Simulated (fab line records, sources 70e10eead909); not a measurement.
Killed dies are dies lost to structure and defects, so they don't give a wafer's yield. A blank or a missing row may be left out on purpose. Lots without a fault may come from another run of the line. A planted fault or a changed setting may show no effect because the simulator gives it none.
Chamber matching | flow nand_harc | NHARC_A_SLIT_DEP_25 on pecvd-02: 3 sister chambers
The step deposits SiO2, target thk 200 nm. 6 wafers are shown with their chamber, then 9 later ones without.

WAFERS WITH THEIR CHAMBER
wafer  | chamber | throttle_valve_pct (%) | heater_power_w (W)
L486.2 | 0       | 16.5                   | 659
L486.3 | 2       | 15.4                   | 708
L486.6 | 1       | 16.2                   | 642
L489.2 | 1       | 16.3                   | 641
L489.4 | 0       | 16.4                   | 695
L489.6 | 2       | 15.3                   | 704

WAFERS WITHOUT THEIR CHAMBER
wafer  | throttle_valve_pct (%) | heater_power_w (W)
L492.2 | 16.5                   | 611
L492.4 | 16.0                   | 684
L492.5 | 16.4                   | 609
L499.1 | 15.5                   | 500
L499.2 | 15.5                   | 609
L499.6 | 16.0                   | 521
L500.3 | 15.7                   | 598
L500.5 | 16.2                   | 656
L500.6 | 15.9                   | 733

WHICH CHAMBER EACH WENT THROUGH
wafer  | from the rows above          | in truth
L492.2 | can't be placed: 1 or 0      | 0
L492.4 | can't be placed: 1 or 0      | 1
L492.5 | can't be placed: 1 or 0      | 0
L499.1 | can't be placed: 2 or 1      | 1
L499.2 | 2                            | 2
L499.6 | 1                            | 1
L500.3 | can't be placed: 1 or 2      | 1
L500.5 | 1                            | 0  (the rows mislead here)
L500.6 | can't be placed: 1 or 2 or 0 | 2
Placed correctly: 2 of 9. Can't be placed from these rows: 6 (the true chamber is among the candidates in 6). Placed wrongly: 1.
How it was worked out, from the rows above alone: a wafer's distance from a chamber is the root of the sum, over the readings, of the square of ((its reading less the chamber's mean) divided by the reading's scatter). The wafer belongs to the nearest chamber; if the next one is less than 2 further off, it can't be placed. A chamber's mean is the mean of its shown wafers. The scatter: the root of (the sum of the squares of (reading less its chamber's mean) over the shown wafers, divided by (wafers less chambers)).
